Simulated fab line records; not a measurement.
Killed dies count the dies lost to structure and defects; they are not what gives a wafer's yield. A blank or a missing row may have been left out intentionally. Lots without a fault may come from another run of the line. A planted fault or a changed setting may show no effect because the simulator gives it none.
fab line records	flow n5-finfet
record lots=5	wafers=15	last-day=16
route steps=1938 shown BEOL_M1@798 PASSIVATION@1936
lots that met no fault: from a run of the same line without faults
start-h: hours from the record's first day to the start of the lot's first wafer shown	wait-h: hours elapsed since this lot's preceding step	" as in the row above	L1.1+2: one row covering several wafers at once	- no value present, or no start provided	* or withheld: withheld	< > ~ a bound
route shown NAME@n: NAME is a module with steps in the file, n the number in the route of the first one	usual: the fault-free wafers' mean and standard deviation	same: alike in all rows	chamber/n: place in a boat	sites: each site's reading	_std_site: the standard deviation of these	_edge_site: inner sites' mean taken away from outer sites' mean	radius-mm: how far each site lies from the wafer's centre	mask NAME#n: copy n	behind: the most recent tool/chamber to have shaped the wafer	hold: why the lot was held/for how many hours/how that ended	device: whichever transistor did not switch (one of n, p or np)	end of line: the tests these same wafers got at the end of their route	where a step has no rows: the recipe by itself	killed: at the first sort, the dies lost to defects and structure; wafer yield is something else	map: shows each die of a wafer: x if killed, . if not, _ if none is there
set.NAME: setting as actually run; set.NAME@STEP: the setting as run at that earlier step	model.NAME: the simulator's own value behind a step, which no gauge read
lots at selected steps of the route; one table per step, one row per wafer
services: from which hour (start-h, from the record's first day; less than 0 if before it) a tool's chamber was out of use, for how many hours, and why
## steps
# step N5_BEOL_M1_STRIP_83
# recipe chemistry=C4F6/O2	resist=SiARC	rf-frequency-hz=6e+07
# step N5_BEOL_M1_STRIP_36
# recipe chemistry=N2/H2	power-w=450	temp-c=40	pressure-mtorr=20	rf-frequency-hz=6e+07	overash-fraction=0.3	bias-power-w=7	h2-frac=0.5	n2-flow-sccm=200	h2-flow-sccm=200
# step N5_BEOL_M1_TRENCH_ETCH_37
# recipe chemistry=C4F6/O2	target-depth-a=552.07	target=SiOC	time-s=29	ion-energy-ev=250	pressure-mtorr=30	source-w=355	bias-w=185	Ar_flow_sccm=300	C4F6_flow_sccm=10	O2_flow_sccm=10
# step N5_BEOL_M1_ETCH_41
# recipe chemistry=CH3F/O2	target=SiCN	target-depth-a=319	taper-deg=2	time-s=57.8	ion-energy-ev=120	mask-material=TiN	pressure-mtorr=30	source-w=395	bias-w=75	Ar_flow_sccm=150	CH3F_flow_sccm=30	O2_flow_sccm=20
# step N5_BEOL_M1_STRIP_97
# recipe chemistry=N2/H2	time-s=10	power-w=450	temp-c=40	pressure-mtorr=20	rf-frequency-hz=6e+07	bias-power-w=7	n2-flow-sccm=200	h2-flow-sccm=200
# step N5_BEOL_M1_OCD_MEAS_38
# usual trench-depth-nm=55.4/1
lot.wafer	tool	chamber	start-h	wait-h	trench-depth-nm
L935.1	ocd-02	-	130.49	-	56.8
L935.5	"	-	"	"	56.2
L935.6	"	-	"	"	56.9
L936.1	ocd-02	-	138.42	-	55.6
L936.2	"	-	"	"	56.9
L936.6	"	-	"	"	54.8
L938.2	ocd-01	-	146.58	-	55.1
L938.3	"	-	"	"	54.5
L938.5	"	-	"	"	53.2
L946.2	ocd-01	-	198.69	-	56.4
L946.4	"	-	"	"	56.7
L946.6	"	-	"	"	56.4
L953.1	ocd-02	-	236.61	-	55.5
L953.5	"	-	"	"	53.9
L953.6	"	-	"	"	54.6
# step N5_BEOL_M1_HM_STRIP_39
# recipe chemistry=peroxide-tin-strip	material=TiN	target-depth-a=250	temp-c=50	time-s=158
# step N5_BEOL_M1_SRD_40
# recipe time-s=30	temp-c=23	rinse-liquid=diw	dry=ipa-marangoni
# step N5_BEOL_M1_PRECLEAN_42
# recipe chemistry=residue-remover	time-s=60	temp-c=40
# step N5_BEOL_M1_SRD_43
# recipe time-s=30	temp-c=23	rinse-liquid=diw	dry=ipa-marangoni
# step N5_BEOL_M1_CD_MEAS_35
# recipe target-cd-nm=18	target-cd-y-nm=21	polarity=opening
# usual cd-nm=18.1/0.36
lot.wafer	tool	chamber	start-h	wait-h	cd-nm
L935.1	cd-sem-02	-	130.64	0.0	17.7
L935.5	"	-	"	"	18.6
L935.6	"	-	"	"	17.8
L936.1	cd-sem-03	-	138.58	0.0	17.4
L936.2	"	-	"	"	17.6
L936.6	"	-	"	"	17.7
L938.2	cd-sem-03	-	146.73	0.0	17.8
L938.3	"	-	"	"	17.9
L938.5	"	-	"	"	17.9
L946.2	cd-sem-01	-	198.84	0.0	17.8
L946.4	"	-	"	"	18.4
L946.6	"	-	"	"	17.8
L953.1	cd-sem-01	-	236.76	0.0	18.5
L953.5	"	-	"	"	17.7
L953.6	"	-	"	"	18.1
# step N5_BEOL_M1_DEGAS_44
# recipe ambient=vacuum	temp-c=250	time-s=60
# step N5_BEOL_M1_PRE_CLEAN_45
# recipe gas=H2/He	time-s=30	temp-c=250
# usual heater-power-w=331/23	susceptor-temp-C=249.97/0.15
# same time-s=30
lot.wafer	tool	chamber	start-h	wait-h	heater-power-w	susceptor-temp-C
L935.1	pvd-sputter-01	-	130.94	0.0	346	249.84
L935.5	"	-	"	"	350	249.91
L935.6	"	-	"	"	336	249.90
L936.1	pvd-sputter-01	-	138.71	0.0	330	250.11
L936.2	"	-	"	"	343	249.68
L936.6	"	-	"	"	345	249.91
L938.2	pvd-sputter-01	-	147.27	0.0	343	250.26
L938.3	"	-	"	"	311	249.82
L938.5	"	-	"	"	352	249.79
L946.2	pvd-sputter-01	-	199.34	0.0	348	250.09
L946.4	"	-	"	"	336	250.13
L946.6	"	-	"	"	318	250.24
L953.1	pvd-sputter-02	-	237.32	0.0	319	249.88
L953.5	"	-	"	"	331	250.03
L953.6	"	-	"	"	306	249.83
# step N5_BEOL_M1_ALD_84
# recipe material=TaN	target-thk-a=*	temp-c=275	ald-precursor-family=PDMAT	ald-co-reactant=NH3	pressure-torr=3	carrier-flow-sccm=1500	pulse-time-s=2	purge-time-s=3	co-reactant-purge-time-s=2	co-reactant-pulse-time-s=3	ald-cycles=30	precursor-vessel-temp-c=75	precursor-vessel-pressure-torr=26.25	precursor-vessel-carrier-sccm=1000
# step N5_BEOL_M1_SURFACE_TREAT_85
# recipe gas=Ar	time-s=*	ion-energy-ev=*	ion-current-ma-cm2=0.5	pressure-mtorr=*	ar-flow-sccm=30
# step N5_BEOL_M1_CVD_47
# recipe material=Co	target-thk-a=30	temp-c=withheld	precursor=CCTBA/H2	pressure-torr=30	time-s=223.8
# step N5_BEOL_M1_SPUTTER_48
# recipe material=Cu	target-thk-a=45	temp-c=-20	chamber-pressure-pa=0.07	power-w=withheld	time-s=8.29
# step N5_BEOL_M1_ANNEAL_49
# recipe temp-c=400	time-s=240	ambient=vacuum
# step N5_BEOL_M1_SPUTTER_79
# recipe material=Cu	target-thk-a=45	temp-c=-20	chamber-pressure-pa=0.07	power-w=withheld	time-s=8.29
# step N5_BEOL_M1_ANNEAL_80
# recipe temp-c=400	time-s=240	ambient=vacuum
# step N5_BEOL_M1_SPUTTER_81
# recipe material=Cu	target-thk-a=45	temp-c=-20	chamber-pressure-pa=0.07	power-w=withheld	time-s=8.29
# step N5_BEOL_M1_ANNEAL_82
# recipe temp-c=400	time-s=240	ambient=vacuum
# usual heater-power-w=824/54	susceptor-temp-C=399.99/0.21
# same time-s=240
lot.wafer	tool	chamber	start-h	wait-h	heater-power-w	susceptor-temp-C
L935.1	pvd-sputter-02	-	132.55	0.0	823	400.09
L935.5	"	-	"	"	835	399.79
L935.6	"	-	"	"	754	399.63
L936.1	pvd-sputter-02	-	139.97	0.0	795	400.43
L936.2	"	-	"	"	784	400.27
L936.6	"	-	"	"	763	399.85
L938.2	pvd-sputter-01	-	148.57	0.0	861	400.33
L938.3	"	-	"	"	884	399.79
L938.5	"	-	"	"	812	399.89
L946.2	pvd-sputter-01	-	200.62	0.0	859	399.79
L946.4	"	-	"	"	848	399.82
L946.6	"	-	"	"	803	399.87
L953.1	pvd-sputter-01	-	238.74	0.0	817	400.14
L953.5	"	-	"	"	825	399.62
L953.6	"	-	"	"	790	400.35
# step N5_BEOL_M1_SPUTTER_86
# recipe material=Cu	target-thk-a=45	temp-c=-20	chamber-pressure-pa=0.07	power-w=withheld	time-s=8.29
# usual susceptor-temp-C=-20.00/0.099	throttle-valve-pct=29.4/1.2
# same time-s=8.29
lot.wafer	tool	chamber	start-h	wait-h	susceptor-temp-C	throttle-valve-pct
L935.1	pvd-sputter-02	-	132.69	0.1	-20.02	29.9
L935.5	"	-	"	"	-19.90	30.2
L935.6	"	-	"	"	-19.88	31.3
L936.1	pvd-sputter-02	-	140.11	0.1	-19.83	30.0
L936.2	"	-	"	"	-19.90	31.2
L936.6	"	-	"	"	-20.02	31.0
L938.2	pvd-sputter-01	-	148.71	0.1	-19.99	27.7
L938.3	"	-	"	"	-20.07	30.5
L938.5	"	-	"	"	-19.93	28.7
L946.2	pvd-sputter-01	-	200.76	0.1	-19.95	27.7
L946.4	"	-	"	"	-19.91	30.6
L946.6	"	-	"	"	-19.99	28.8
L953.1	pvd-sputter-01	-	238.88	0.1	-19.89	28.8
L953.5	"	-	"	"	-19.99	29.5
L953.6	"	-	"	"	-19.97	27.7
# step N5_BEOL_M1_ANNEAL_87
# recipe temp-c=400	time-s=240	ambient=vacuum
# step N5_BEOL_M1_SPUTTER_88
# recipe material=Cu	target-thk-a=45	temp-c=-20	chamber-pressure-pa=0.07	power-w=withheld	time-s=8.29
# step N5_BEOL_M1_ANNEAL_89
# recipe temp-c=400	time-s=240	ambient=vacuum
# step N5_BEOL_M1_SPUTTER_90
# recipe material=Cu	target-thk-a=45	temp-c=-20	chamber-pressure-pa=0.07	power-w=withheld	time-s=8.29
# step N5_BEOL_M1_ANNEAL_91
# recipe temp-c=400	time-s=240	ambient=vacuum
# step N5_BEOL_M1_SPUTTER_92
# recipe material=Cu	target-thk-a=45	temp-c=-20	chamber-pressure-pa=0.07	power-w=withheld	time-s=8.29
# step N5_BEOL_M1_ANNEAL_93
# recipe temp-c=400	time-s=240	ambient=vacuum
# step N5_BEOL_M1_SPUTTER_94
# recipe material=Cu	target-thk-a=45	temp-c=-20	chamber-pressure-pa=0.07	power-w=withheld	time-s=8.29
# usual susceptor-temp-C=-20.02/0.091	throttle-valve-pct=29.4/1.1
# same time-s=8.29
lot.wafer	tool	chamber	start-h	wait-h	susceptor-temp-C	throttle-valve-pct
L935.1	pvd-sputter-02	-	133.57	0.1	-19.91	30.0
L935.5	"	-	"	"	-19.97	30.2
L935.6	"	-	"	"	-20.06	31.1
L936.1	pvd-sputter-02	-	140.99	0.1	-20.08	30.1
L936.2	"	-	"	"	-19.89	31.0
L936.6	"	-	"	"	-19.88	31.2
L938.2	pvd-sputter-01	-	149.59	0.1	-20.08	27.7
L938.3	"	-	"	"	-19.95	30.4
L938.5	"	-	"	"	-20.14	29.2
L946.2	pvd-sputter-01	-	201.64	0.1	-19.93	27.8
L946.4	"	-	"	"	-20.10	30.7
L946.6	"	-	"	"	-20.10	29.1
L953.1	pvd-sputter-01	-	239.76	0.1	-19.83	28.9
L953.5	"	-	"	"	-19.79	29.0
L953.6	"	-	"	"	-20.00	27.6
# step N5_BEOL_M1_ANNEAL_95
# recipe temp-c=400	time-s=240	ambient=vacuum
# step N5_BEOL_M1_SPUTTER_96
# recipe material=Cu	target-thk-a=45	temp-c=-20	chamber-pressure-pa=0.07	power-w=withheld	time-s=8.29
# usual susceptor-temp-C=-19.99/0.11	throttle-valve-pct=29.4/1.2
# same time-s=8.29
lot.wafer	tool	chamber	start-h	wait-h	susceptor-temp-C	throttle-valve-pct
L935.1	pvd-sputter-02	-	133.79	0.1	-19.89	30.2
L935.5	"	-	"	"	-19.80	30.4
L935.6	"	-	"	"	-20.09	31.0
L936.1	pvd-sputter-02	-	141.21	0.1	-19.97	30.2
L936.2	"	-	"	"	-20.13	30.8
L936.6	"	-	"	"	-20.01	31.0
L938.2	pvd-sputter-01	-	149.81	0.1	-19.94	27.7
L938.3	"	-	"	"	-20.08	30.7
L938.5	"	-	"	"	-20.02	29.0
L946.2	pvd-sputter-01	-	201.86	0.1	-19.93	27.9
L946.4	"	-	"	"	-20.10	30.6
L946.6	"	-	"	"	-19.80	29.0
L953.1	pvd-sputter-01	-	239.98	0.1	-19.88	29.1
L953.5	"	-	"	"	-19.91	29.1
L953.6	"	-	"	"	-20.16	27.8
# step N5_BEOL_M1_ECD_50
# recipe material=Cu	target-thk-a=3000
# step N5_BEOL_M1_ANNEAL_51
# recipe temp-c=225	time-s=90	ambient=N2
# step N5_BEOL_M1_CMP_52
# recipe stop-on=SiOC	t-overpolish-s=6.8	down-force-psi=1	platen-rpm=50	clearing-platen-down-force-psi=1.5	clearing-platen-rpm=50	post-cmp-clean=cu-alkaline	target-thk-nm=40	clearing-platen-pad-velocity-m-s=0.99484	pad-velocity-m-s=0.99484
# step N5_BEOL_M1_THK_MEAS_53
# recipe thk-meas-gauge=xrf	reads=Cu_of_BEOL_M1_ECD_50
# usual M1_THK=40.4/1.6
lot.wafer	tool	chamber	start-h	wait-h	M1_THK[nm]
L935.1	film-metro-01	-	134.57	-	37.8
L935.5	"	-	"	"	40.8
L935.6	"	-	"	"	40.2
L936.1	film-metro-02	-	142.26	-	37.3
L936.2	"	-	"	"	38.3
L936.6	"	-	"	"	38.8
L938.2	film-metro-02	-	150.60	-	38.2
L938.3	"	-	"	"	41.2
L938.5	"	-	"	"	41.5
L946.2	film-metro-02	-	205.57	-	39.7
L946.4	"	-	"	"	41.0
L946.6	"	-	"	"	39.9
L953.1	film-metro-02	-	240.78	-	39.2
L953.5	"	-	"	"	41.8
L953.6	"	-	"	"	40.5
# step N5_BEOL_M1_PRE_CLEAN_60
# recipe gas=NH3/H2	time-s=15	temp-c=*	rf-power-w=300
# step N5_BEOL_M1_CO_CAP_55
# recipe material=Co	target-thk-a=20	temp-c=200	precursor=CCTBA/H2	pressure-torr=30	time-s=102.1
# usual heater-power-w=232/18	susceptor-temp-C=200.00/0.16
# same time-s=102.1
lot.wafer	tool	chamber	start-h	wait-h	heater-power-w	susceptor-temp-C
L935.1	cvd-co-01	0	134.71	0.0	216	199.78
L935.5	"	1	"	"	261	200.11
L935.6	"	2	"	"	212	200.11
L936.1	cvd-co-01	0	142.34	0.0	220	199.65
L936.2	"	2	"	"	218	200.06
L936.6	"	0	"	"	211	199.96
L938.2	cvd-co-01	2	150.68	0.0	219	199.92
L938.3	"	0	"	"	219	199.88
L938.5	"	1	"	"	266	200.20
L946.2	cvd-co-01	2	205.65	0.0	218	200.16
L946.4	"	2	"	"	220	199.93
L946.6	"	0	"	"	217	200.24
L953.1	cvd-co-02	2	240.86	0.0	255	199.81
L953.5	"	0	"	"	233	199.91
L953.6	"	1	"	"	226	200.03
# step N5_BEOL_M1_PRE_CLEAN_56
# recipe gas=NH3	time-s=15	temp-c=withheld	rf-power-w=300
# step N5_BEOL_M1_DEP_57
# recipe material=SiCN	target-thk-a=80	temp-c=withheld	precursor=3MS/NH3	pressure-torr=3	rf-w=202	time-s=14
# step N5_BEOL_M1_RS_MEAS_58
# recipe thk-meas-gauge=four-point-probe	reads=Co_of_BEOL_M1_CO_CAP_55+Cu_of_BEOL_M1_ECD_50+Co_of_BEOL_M1_CVD_47+TaN_of_BEOL_M1_ALD_84
# usual M1_RS=0.67/0.032
lot.wafer	tool	chamber	start-h	wait-h	M1_RS[ohm/sq]
L935.1	film-metro-02	-	134.89	0.0	0.74
L935.5	"	-	"	"	0.66
L935.6	"	-	"	"	0.67
L936.1	film-metro-01	-	142.55	0.1	0.73
L936.2	"	-	"	"	0.71
L936.6	"	-	"	"	0.70
L938.2	film-metro-02	-	150.86	0.1	0.71
L938.3	"	-	"	"	0.64
L938.5	"	-	"	"	0.64
L946.2	film-metro-01	-	205.83	0.1	0.69
L946.4	"	-	"	"	0.66
L946.6	"	-	"	"	0.68
L953.1	film-metro-02	-	241.04	0.0	0.70
L953.5	"	-	"	"	0.64
L953.6	"	-	"	"	0.67
# step N5_PASSIVATION_PROBE_49
# usual defect-limited-yield=91.0/1.5	killed_at_M0_to_M3=34/9.1	killed_at_M4_up=14/5.7	killed-at-contacts=13/5.7	killed-at-front-end=42/12	killed-at-other=4/3.4	killed-dies=106/17	killed-on-rim=14/4.3	killed-open=70/13	killed-short=34/7.5	sort_bin_5_function=5.2/0.94	sort_bin_6_memory=3.4/0.69	sort-n-pass=1074/17	sort-yield-pct=91.0/1.5
# same gross-dies=1180	killed-at-back-side=0	sort_bin_4_leakage[%]=0	sort_bin_8_speed[%]=0
lot.wafer	tool	chamber	start-h	wait-h	defect-limited-yield[%]	killed_at_M0_to_M3	killed_at_M4_up	killed-at-contacts	killed-at-front-end	killed-at-other	killed-dies	killed-on-rim	killed-open	killed-short	sort_bin_5_function[%]	sort_bin_6_memory[%]	sort-n-pass	sort-yield-pct[%]
L946.6	prober-01	-	334.06	0.3	85.7	100	6	18	34	11	169	32	58	38	8.4	4.4	1011	85.7
L953.1	prober-01	-	380.87	0.0	90.5	39	9	15	47	2	112	9	67	43	5.2	4.1	1068	90.5
L953.5	prober-01	-	381.07	0.2	89.7	32	25	23	37	4	121	15	88	32	5.5	4.2	1059	89.7
L953.6	prober-01	-	381.12	0.3	91.5	42	10	26	16	6	100	9	72	27	4.9	3.3	1080	91.5
# killed by level:class
L946.6 BEOL_M1:unspecified=72 MOL_CONTACT_COAG:geometric-particle:open=13 BEOL_M0_SAQP:geometric-particle:open=13 FIN_SAQP:geometric-particle:open=10 BEOL_M0_SAQP:geometric-particle:short=9 FIN_SAQP:geometric-particle:short=8 MOL_CONTACT_COAG:geometric-particle:short=5 DUMMY_GATE:geometric-particle:open=5
L953.1 MOL_CONTACT_COAG:geometric-particle:open=13 FIN_SAQP:geometric-particle:open=10 BEOL_M0_SAQP:geometric-particle:short=9 BEOL_M3:geometric-particle:short=9 ILD0:geometric-particle:open=8 BEOL_M3:geometric-particle:open=8 FIN_SAQP:geometric-particle:short=7 ILD0:geometric-particle:short=6
L953.5 MOL_CONTACT_COAG:geometric-particle:open=18 BEOL_M4:geometric-particle:open=13 FIN_SAQP:geometric-particle:open=11 BEOL_M1:geometric-particle:open=11 BEOL_M3:geometric-particle:open=6 MOL_CONTACT_COAG:geometric-particle:short=5 BEOL_M0_SAQP:geometric-particle:short=5 BEOL_M0_SAQP:geometric-particle:open=5
L953.6 MOL_CONTACT_COAG:geometric-particle:open=22 BEOL_M1:geometric-particle:open=11 BEOL_M3:geometric-particle:open=8 BEOL_M1:geometric-particle:short=7 ILD0:geometric-particle:open=5 BEOL_M2:geometric-particle:open=5 MOL_CONTACT_COAG:geometric-particle:short=4 BEOL_M0_SAQP:geometric-particle:open=4
# map L946.6 (x killed, . not)
_________________......x..x..________________
______________......xx.........._____________
___________.xx.x...................__________
__________..x.............x......xx._________
________x....x........................_______
_______.....x...................x.....x______
______...x....x........................._____
_____.x........x......x...........x..x...____
____x...x.......x.........................___
___...............x..........x.............__
___..........x...........x...x..........x..__
__.................xx........x......x......._
__............x.................x..x........_
_........x...................xx.......x......
_......x..............x.....................x
_.x....x.........................x..........x
_...........x..x..................x.....x....
_x.x....x....................................
_xxx...x.x.x.............x.....x...........x.
_.xxxxxxxx.........x...............x.....x..x
_xxxxxxxxxx...x.x......x............x......x.
__xxxxxxxxx....x......x....x................_
__xxxxxxxx.x..............x................._
___xxxxxx.x..x.........x........x..........__
___xxxxxxxx.....x..................x.......__
____xxxxxx.xx....x........................___
_____xxxx.................x..xx..x..x....____
______xx.....x.......................x.._____
_______........................x...x...______
________...x..........x..............._______
__________x........x....xx......x..._________
___________.................x......__________
______________..x..............._____________
_________________..x.........________________
# map L938.5 (x killed, . not)
_________________x..x.......x________________
______________................x._____________
___________.xx..........x...x......__________
__________.................x.....x.._________
________.....x...x...................._______
_______.x.......xx...x....x............______
______.........................x.x......_____
_____x....x.......x......................____
____.....x.......x...x......x....x......x.___
___...................x...x..x..x......x...__
___...........x..x.......x.....x.x.........__
__.x.......x...........x.x..x..............._
__........x.......x......x.............x...._
_...x..................x...x..x..............
_...x............x.........x.....x.....x....x
_..........xx....................x...........
_.....x....x.................x......x..x.....
_....x..x...x........x........x...x..........
_...............x.....xx.x..................x
_....x..........x..x......xx.....x..........x
_...................x..x.....x.x.............
__....x............x...x..............x...x._
__............x.......x...................x._
___.........x.x.......................x....__
___.................xx......x..............__
____.......x.xxx...x......................___
_____......xx......x...x.........x.......____
______..x...............xx.....x...x.x.._____
_______.x..............................______
________...x..xx......x........x...x.._______
__________.........................._________
___________..x..x...x...x...x......__________
______________.................._____________
_________________............________________
## services
tool	chamber	start-h	hours	kind
cvd-co-02	1	114.69	-	clean
cvd-co-02	1	114.69	22.0	scheduled-down
cvd-co-02	1	114.69	22.0	vent-cycle
cvd-co-01	-	215.00	1.1	repair
## key
first-sign step=N5_PASSIVATION_PROBE_49	reading=killed_at_M0_to_M3	direction=up	sigmas=7.2	usual=34	struck=100
effect step=N5_PASSIVATION_PROBE_49	reading=killed-dies	direction=up	sigmas=3.6	usual=106	struck=169
more-kills-born-at N5_BEOL_M1_PRE_CLEAN_45@pvd-sputter-01=72
met-at N5_BEOL_M1_PRE_CLEAN_45
struck-wafers L946.6
onset-between 147.27 199.34
fault kind=chamber-particle-source	tool=pvd-sputter-01	chamber=-	onset-h=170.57	steps=N5_BEOL_M1_PRE_CLEAN_45	rate-per-visit-cm2=0.37633	end-h=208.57	scope=struck-wafers-only
